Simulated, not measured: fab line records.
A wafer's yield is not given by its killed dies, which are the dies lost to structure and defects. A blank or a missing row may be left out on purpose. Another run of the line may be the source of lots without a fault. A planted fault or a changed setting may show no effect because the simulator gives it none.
Matching of chambers	flow nand harc	4 sister chambers for NHARC_P_M1_ETCH_35 on rie diel-08
The step etches the open film in N2/H2, target depth 40 nm, overetch 12 nm, time 43.94 s. 4 wafers are shown with their chamber, then 9 later ones without.

## WAFERS, EACH WITH ITS CHAMBER
wafer	chamber	rf vpp V (V)
L085.6	1	429.1
L087.6	3	425.6
L088.4	2	434.0
L088.6	0	432.1

## WAFERS WHOSE CHAMBER IS MISSING
wafer	rf vpp V (V)
L090.1	430.5
L090.3	435.9
L090.6	432.0
L093.1	434.4
L093.3	427.1
L093.6	431.1
L097.2	429.1
L097.4	427.2
L097.5	428.1

## THE CHAMBER EACH PASSED THROUGH
wafer	from the rows above	in truth
L090.1	can't be placed: 1 or 0 or 2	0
L090.3	can't be placed: 2 or 0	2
L090.6	can't be placed: 0 or 2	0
L093.1	can't be placed: 2 or 0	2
L093.3	can't be placed: 3 or 1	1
L093.6	can't be placed: 0 or 1 or 2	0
L097.2	1	1
L097.4	can't be placed: 3 or 1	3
L097.5	can't be placed: 1 or 3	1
Correct placement for 1 of the 9. These rows do not allow placing 8 (true chamber among the candidates in 8). Placed wrongly: 0.
How it was worked out, from the rows above alone: a wafer's distance from a chamber is the root of the sum, over the readings, of the square of ((its reading less the chamber's mean) divided by the reading's scatter). If the next closest chamber is less than 2 further off than the closest, the wafer can't be placed; otherwise it belongs to the closest. Each chamber's mean is taken over the wafers shown for it. The scatter: root of mean squared gap, hidden wafer to nearest shown wafer, with one shown wafer a chamber.
